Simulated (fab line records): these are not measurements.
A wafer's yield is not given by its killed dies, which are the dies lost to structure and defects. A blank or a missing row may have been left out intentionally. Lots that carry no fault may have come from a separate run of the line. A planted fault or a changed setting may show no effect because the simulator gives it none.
Which tool is to blame? :: flow nand-harc :: 39 wafers from 13 lots sampled at 6 of the route's 1159 steps

== WHAT THE GAUGES SHOWED, per wafer ==
NHARC_P_ZERO_WELL_CD_MEAS_11: the cd target is 500 nm. Usual: cd-nm 499.1 nm, standard deviation 2.6.
lot: L558
measured: day 1 13:15
on: cd-sem-01
cd-nm (nm): 494.9 497.8 501.9
flag: 

lot: L559
measured: day 1 19:07
on: cd-sem-02
cd-nm (nm): 493.7 496.5 493.1
flag: 

lot: L560
measured: day 2 01:15
on: cd-sem-01
cd-nm (nm): 500.2 495.6 499.6
flag: 

lot: L562
measured: day 2 13:15
on: cd-sem-02
cd-nm (nm): 500.0 497.9 500.4
flag: 

lot: L564
measured: day 3 01:14
on: cd-sem-01
cd-nm (nm): 500.6 497.4 501.2
flag: 

lot: L566
measured: day 3 13:23
on: cd-sem-01
cd-nm (nm): 497.5 493.1 493.8
flag: 

lot: L567
measured: day 3 19:14
on: cd-sem-01
cd-nm (nm): 498.3 502.2 498.0
flag: 

lot: L568
measured: day 4 01:14
on: cd-sem-03
cd-nm (nm): 501.0 501.5 499.9
flag: 

lot: L571
measured: day 4 19:16
on: cd-sem-01
cd-nm (nm): 500.3 500.0 501.7
flag: 

lot: L572
measured: day 5 01:15
on: cd-sem-01
cd-nm (nm): 495.7 501.1 502.3
flag: 

lot: L574
measured: day 5 13:14
on: cd-sem-01
cd-nm (nm): 499.6 504.0 500.8
flag: 

lot: L580
measured: day 7 01:07
on: cd-sem-03
cd-nm (nm): 503.1 500.7 500.7
flag: 

lot: L581
measured: day 7 07:14
on: cd-sem-03
cd-nm (nm): 502.2 501.0 502.1
flag: 

NHARC_P_GATE_CD_MEAS_26: the cd target is 120 nm. Usual: cd-nm 119.7 nm, standard deviation 1.
lot: L558
measured: day 4 17:24
on: cd-sem-03
cd-nm (nm): 120.8 121.6 120.6
flag: 

lot: L559
measured: day 4 21:46
on: cd-sem-01
cd-nm (nm): 117.3 119.8 117.5
flag: 

lot: L560
measured: day 4 22:27
on: cd-sem-03
cd-nm (nm): 119.0 118.1 118.4
flag: 

lot: L562
measured: day 5 19:17
on: cd-sem-01
cd-nm (nm): 120.2 120.7 120.8
flag: 

lot: L564
measured: day 6 08:11
on: cd-sem-02
cd-nm (nm): 117.7 119.0 117.3
flag: 

lot: L566
measured: day 6 15:37
on: cd-sem-02
cd-nm (nm): 120.5 119.0 120.3
flag: 

lot: L567
measured: day 7 05:25
on: cd-sem-03
cd-nm (nm): 121.4 120.7 121.0
flag: 

lot: L568
measured: day 7 05:55
on: cd-sem-01
cd-nm (nm): 118.5 118.9 118.5
flag: 

lot: L571
measured: day 7 20:32
on: cd-sem-01
cd-nm (nm): 120.1 119.6 120.1
flag: 

lot: L572
measured: day 8 03:38
on: cd-sem-03
cd-nm (nm): 118.7 119.9 120.2
flag: 

lot: L574
measured: day 8 21:29
on: cd-sem-03
cd-nm (nm): 120.1 119.4 118.9
flag: 

lot: L580
measured: day 10 00:01
on: cd-sem-03
cd-nm (nm): 129.4 131.2 132.0
flag: OFF

lot: L581
measured: day 10 06:37
on: cd-sem-02
cd-nm (nm): 131.8 131.7 131.7
flag: OFF

NHARC_P_GATE_CD_MEAS_91: the cd target is 2000 nm. Usual: cd-nm 2000.1 nm, standard deviation 2.1.
lot: L558
measured: day 5 08:40
on: cd-sem-03
cd-nm (nm): 1998.8 1998.8 2000.8
flag: 

lot: L559
measured: day 5 14:26
on: cd-sem-03
cd-nm (nm): 1998.2 1998.8 1997.6
flag: 

lot: L560
measured: day 5 15:26
on: cd-sem-01
cd-nm (nm): 1998.0 2000.7 1997.9
flag: 

lot: L562
measured: day 6 13:13
on: cd-sem-02
cd-nm (nm): 1999.2 2000.3 2000.5
flag: 

lot: L564
measured: day 7 00:04
on: cd-sem-01
cd-nm (nm): 2002.2 2000.7 2001.1
flag: 

lot: L566
measured: day 7 07:49
on: cd-sem-02
cd-nm (nm): 1999.7 2001.2 1997.3
flag: 

lot: L567
measured: day 7 20:53
on: cd-sem-01
cd-nm (nm): 2001.7 2002.1 2002.0
flag: 

lot: L568
measured: day 7 21:35
on: cd-sem-01
cd-nm (nm): 2000.1 1999.8 1999.3
flag: 

lot: L571
measured: day 8 12:27
on: cd-sem-02
cd-nm (nm): 1999.3 2004.0 2000.2
flag: 

lot: L572
measured: day 8 19:39
on: cd-sem-01
cd-nm (nm): 2001.1 2001.1 2003.3
flag: 

lot: L574
measured: day 9 13:22
on: cd-sem-02
cd-nm (nm): 1998.0 1996.9 2002.8
flag: 

lot: L580
measured: day 10 15:43
on: cd-sem-01
cd-nm (nm): 1998.0 1997.8 2000.8
flag: 

lot: L581
measured: day 10 21:57
on: cd-sem-02
cd-nm (nm): 1997.8 2000.5 1999.5
flag: 

NHARC_END_SORT_01. Usual: killed-at-array 27, standard deviation 9.9; killed-at-other 0.5, standard deviation 0.76; killed-at-periphery 3.4, standard deviation 2.2; killed-dies 31, standard deviation 10; killed-open 3.3, standard deviation 2; killed-short 2.0, standard deviation 1.5.
lot: L580
measured: day 24 08:29
on: prober-02
killed-at-array: 41 37
killed-at-other: 0 0
killed-at-periphery: 7 5
killed-dies: 48 42
killed-open: 6 1
killed-short: 3 0
flag: 

lot: L581
measured: day 24 06:50
on: prober-01
killed-at-array: 32 42
killed-at-other: 0 0
killed-at-periphery: 11 8
killed-dies: 43 50
killed-open: 2 5
killed-short: 5 1
flag: 

== EACH LOT AND THE TOOL THAT RAN IT (in order: tool; ch and the chambers of the sampled wafers; start) ==
lot: L558
NHARC_P_GATE_EXPOSE_23: arfi-scanner-01 ch 0, day 4 17:16
NHARC_P_GATE_STRIP_112: plasma-asher-02 ch 0,1, day 5 07:37

lot: L559
NHARC_P_GATE_EXPOSE_23: arfi-scanner-02 ch 0, day 4 21:38
NHARC_P_GATE_STRIP_112: plasma-asher-02 ch 0,1, day 5 13:24

lot: L560
NHARC_P_GATE_EXPOSE_23: arfi-scanner-01 ch 0, day 4 22:19
NHARC_P_GATE_STRIP_112: plasma-asher-01 ch 0,1, day 5 14:16

lot: L562
NHARC_P_GATE_EXPOSE_23: arfi-scanner-02 ch 0, day 5 19:09
NHARC_P_GATE_STRIP_112: plasma-asher-01 ch 0,1, day 6 12:17

lot: L564
NHARC_P_GATE_EXPOSE_23: arfi-scanner-02 ch 0, day 6 08:03
NHARC_P_GATE_STRIP_112: plasma-asher-01 ch 0,1, day 6 23:02

lot: L566
NHARC_P_GATE_EXPOSE_23: arfi-scanner-02 ch 0, day 6 15:29
NHARC_P_GATE_STRIP_112: plasma-asher-01 ch 0,1, day 7 06:37

lot: L567
NHARC_P_GATE_EXPOSE_23: arfi-scanner-03 ch 0, day 7 05:17
NHARC_P_GATE_STRIP_112: plasma-asher-01 ch 0,1, day 7 19:50

lot: L568
NHARC_P_GATE_EXPOSE_23: arfi-scanner-03 ch 0, day 7 05:47
NHARC_P_GATE_STRIP_112: plasma-asher-01 ch 0,1, day 7 20:23

lot: L571
NHARC_P_GATE_EXPOSE_23: arfi-scanner-01 ch 0, day 7 20:23
NHARC_P_GATE_STRIP_112: plasma-asher-02 ch 0,1, day 8 11:26

lot: L572
NHARC_P_GATE_EXPOSE_23: arfi-scanner-02 ch 0, day 8 03:29
NHARC_P_GATE_STRIP_112: plasma-asher-01 ch 0,1, day 8 18:28

lot: L574
NHARC_P_GATE_EXPOSE_23: arfi-scanner-01 ch 0, day 8 21:20
NHARC_P_GATE_STRIP_112: plasma-asher-01 ch 0,1, day 9 12:11

lot: L580
NHARC_P_GATE_EXPOSE_23: arfi-scanner-01 ch 0, day 9 23:53
NHARC_P_GATE_STRIP_112: plasma-asher-02 ch 0,1, day 10 14:36

lot: L581
NHARC_P_GATE_EXPOSE_23: arfi-scanner-01 ch 0, day 10 06:29
NHARC_P_GATE_STRIP_112: plasma-asher-02 ch 0,1, day 10 20:49
- NHARC_P_GATE_EXPOSE_23: exposes mask P GATE, target cd 120 nm.
- NHARC_P_GATE_STRIP_112: strips in N2/H2, time 200 s.

== AS READ BY THE TOOLS THEMSELVES (means over the sampled wafers that have a number; for cases with no such wafer, the mark the record gives instead) ==
NHARC_P_GATE_EXPOSE_23. Usual: exposure-dose-mJ-cm2 93.91, standard deviation 0.1; focus-offset-nm 0.2 nm, standard deviation 0.54.
lot: L558
tool: arfi-scanner-01
exposure-dose-mJ-cm2: 93.80
focus-offset-nm (nm): 0.1
flag: 

lot: L559
tool: arfi-scanner-02
exposure-dose-mJ-cm2: 93.94
focus-offset-nm (nm): 0.6
flag: 

lot: L560
tool: arfi-scanner-01
exposure-dose-mJ-cm2: 93.89
focus-offset-nm (nm): -0.0
flag: 

lot: L562
tool: arfi-scanner-02
exposure-dose-mJ-cm2: 93.88
focus-offset-nm (nm): -0.1
flag: 

lot: L564
tool: arfi-scanner-02
exposure-dose-mJ-cm2: 93.82
focus-offset-nm (nm): 0.3
flag: 

lot: L566
tool: arfi-scanner-02
exposure-dose-mJ-cm2: 94.05
focus-offset-nm (nm): 0.2
flag: 

lot: L567
tool: arfi-scanner-03
exposure-dose-mJ-cm2: 93.86
focus-offset-nm (nm): 1.1
flag: 

lot: L568
tool: arfi-scanner-03
exposure-dose-mJ-cm2: 93.88
focus-offset-nm (nm): 0.0
flag: 

lot: L571
tool: arfi-scanner-01
exposure-dose-mJ-cm2: 93.91
focus-offset-nm (nm): 0.5
flag: 

lot: L572
tool: arfi-scanner-02
exposure-dose-mJ-cm2: 93.96
focus-offset-nm (nm): -0.5
flag: 

lot: L574
tool: arfi-scanner-01
exposure-dose-mJ-cm2: 93.75
focus-offset-nm (nm): -0.0
flag: 

lot: L580
tool: arfi-scanner-01
exposure-dose-mJ-cm2: 78.24
focus-offset-nm (nm): 0.1
flag: OFF

lot: L581
tool: arfi-scanner-01
exposure-dose-mJ-cm2: 78.18
focus-offset-nm (nm): -0.1
flag: OFF

NHARC_P_GATE_STRIP_112. Usual: drypump-motor-current-A 5.6 A, standard deviation 0.33; heater-power-w 94 W, standard deviation 4.
lot: L558
tool: plasma-asher-02
drypump-motor-current-A (A): 5.7
heater-power-w (W): 89
flag: 

lot: L559
tool: plasma-asher-02
drypump-motor-current-A (A): 5.6
heater-power-w (W): 88
flag: 

lot: L560
tool: plasma-asher-01
drypump-motor-current-A (A): 5.5
heater-power-w (W): 99
flag: 

lot: L562
tool: plasma-asher-01
drypump-motor-current-A (A): 5.5
heater-power-w (W): 99
flag: 

lot: L564
tool: plasma-asher-01
drypump-motor-current-A (A): 5.4
heater-power-w (W): 96
flag: 

lot: L566
tool: plasma-asher-01
drypump-motor-current-A (A): 5.5
heater-power-w (W): 97
flag: 

lot: L567
tool: plasma-asher-01
drypump-motor-current-A (A): 5.5
heater-power-w (W): 98
flag: 

lot: L568
tool: plasma-asher-01
drypump-motor-current-A (A): 5.4
heater-power-w (W): 96
flag: 

lot: L571
tool: plasma-asher-02
drypump-motor-current-A (A): 5.9
heater-power-w (W): 90
flag: 

lot: L572
tool: plasma-asher-01
drypump-motor-current-A (A): 5.5
heater-power-w (W): 98
flag: 

lot: L574
tool: plasma-asher-01
drypump-motor-current-A (A): 5.4
heater-power-w (W): 96
flag: 

lot: L580
tool: plasma-asher-02
drypump-motor-current-A (A): 5.7
heater-power-w (W): 94
flag: 

lot: L581
tool: plasma-asher-02
drypump-motor-current-A (A): 5.9
heater-power-w (W): 94
flag: 

== THE ANSWER, worked out from the rows above alone ==
Rule: a lot is off if the mean of its wafers that have a number lies more than 3 standard deviations from the usual mean. Also off: a lot with no number at a reading for which 4 or more lots have one. All remaining lots with rows at the step are treated as sound. The gauges are gone through in route order, then the tools' own readings, and for those a lot's mean is taken as printed above. At the first step where some lot is off, the reading lying furthest off is the one used; lots without a number count as furthest.
Off: L580, L581 (NHARC_P_GATE_CD_MEAS_26, cd-nm).
A tool fits if, at a process step before that reading, it ran every lot that is off, and no sound lot after the first of them. The gauges at NHARC_P_GATE_CD_MEAS_26 aren't tried: what is off there is off at NHARC_P_GATE_EXPOSE_23 too, on other tools, and a gauge's error can't cause that. One fits: NHARC_P_GATE_EXPOSE_23 on arfi-scanner-01. Its last sound lot is L574 (day 8 21:20), its first lot that is off L580 (day 9 23:53): a fault that began between those two fits.
On the lots that are off, the tool's own readings at NHARC_P_GATE_EXPOSE_23 differ by more than 5 times the standard deviation of the sound lots' means, which bears it out; exposure-dose-mJ-cm2 reads 78.21 there versus 93.89 on the sound lots.

== WHAT THE SIMULATOR PUT IN ==
Drift in process parameters on arfi-scanner-01 at NHARC_P_GATE_EXPOSE_23, starting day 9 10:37. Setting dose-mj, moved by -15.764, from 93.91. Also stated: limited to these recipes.
Lots struck among those shown: L580, L581. The same result came from the rule above.
